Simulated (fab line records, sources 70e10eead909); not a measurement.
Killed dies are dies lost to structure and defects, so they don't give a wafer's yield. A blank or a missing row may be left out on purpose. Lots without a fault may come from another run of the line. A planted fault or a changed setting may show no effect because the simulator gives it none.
Which tool did it? | flow nand_harc | 7 lots, 21 wafers sampled, at 2 steps of a route of 1159

WHAT THE GAUGES READ, wafer by wafer
NHARC_A_ONON_D1_THK_MEAS_08: measures by ellipsometry.
lot  | measured     | on            | thk_nm (nm)
L205 | day 8 02:21  | film_metro-01 | 1009 1008 1010
L207 | day 8 14:05  | film_metro-01 | 1010 1011 1011
L209 | day 8 17:53  | film_metro-02 | 998 997 997
L215 | day 10 06:46 | film_metro-01 | 1021 1021 1022
L221 | day 11 23:19 | film_metro-02 | 1562 1561 1563 1563 1562 1564
L223 | day 12 09:10 | film_metro-02 | 1001 1001 1003
L227 | day 13 17:26 | film_metro-02 | 996 994 994

WHICH TOOL RAN EACH LOT (tool, then ch and the chambers of the sampled wafers, then the start)
lot  | NHARC_A_ONON_D1_DEP_06
L205 | pecvd_onon-02 ch 0, day 8 01:53
L207 | pecvd_onon-02 ch 0, day 8 13:38
L209 | pecvd_onon-03 ch 0, day 8 17:29
L215 | pecvd_onon-01 ch 0, day 10 06:19
L221 | pecvd_onon-01 ch 0, day 11 22:52
L223 | pecvd_onon-03 ch 0, day 12 08:43
L227 | pecvd_onon-03 ch 0, day 13 16:59
- NHARC_A_ONON_D1_DEP_06: target thk 1000 nm.

THE ANSWER, worked out from the rows above alone
Rule: what is usual is taken from the lots themselves. Put in order of their means at a reading, lots are off if they are a third of the lots or fewer, leave a main group of 4 or more, and stand apart from it by a gap of 3 or more times the standard deviation of the main group's means; of several such gaps the widest counts. A main group whose means are all the same, to the digits that the tables above print for the reading, isn't used. A lot without any number at a reading at which 4 lots or more have one is off too. The other lots that the step has rows for count as sound.
Off: L221, at NHARC_A_ONON_D1_THK_MEAS_08 (thk_nm). The main group: mean 1006 nm, standard deviation 9.
A tool fits if, at a process step before that reading, it ran every lot that is off, and no sound lot after the first of them. The gauges at NHARC_A_ONON_D1_THK_MEAS_08 are tried like those tools. One fits: pecvd_onon-01 at NHARC_A_ONON_D1_DEP_06. Its last sound lot is L215 (day 10 06:19), its first lot that is off L221 (day 11 22:52): a fault that began between those two fits.

WHAT THE SIMULATOR HAD PUT IN
Process parameter drift: pecvd_onon-01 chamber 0, from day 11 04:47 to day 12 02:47, at NHARC_A_ONON_D1_DEP_06. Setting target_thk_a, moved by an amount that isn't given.
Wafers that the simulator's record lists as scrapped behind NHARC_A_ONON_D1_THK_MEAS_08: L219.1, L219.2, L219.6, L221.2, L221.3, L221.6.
Lots struck among those shown: L221. The rule above found the same.
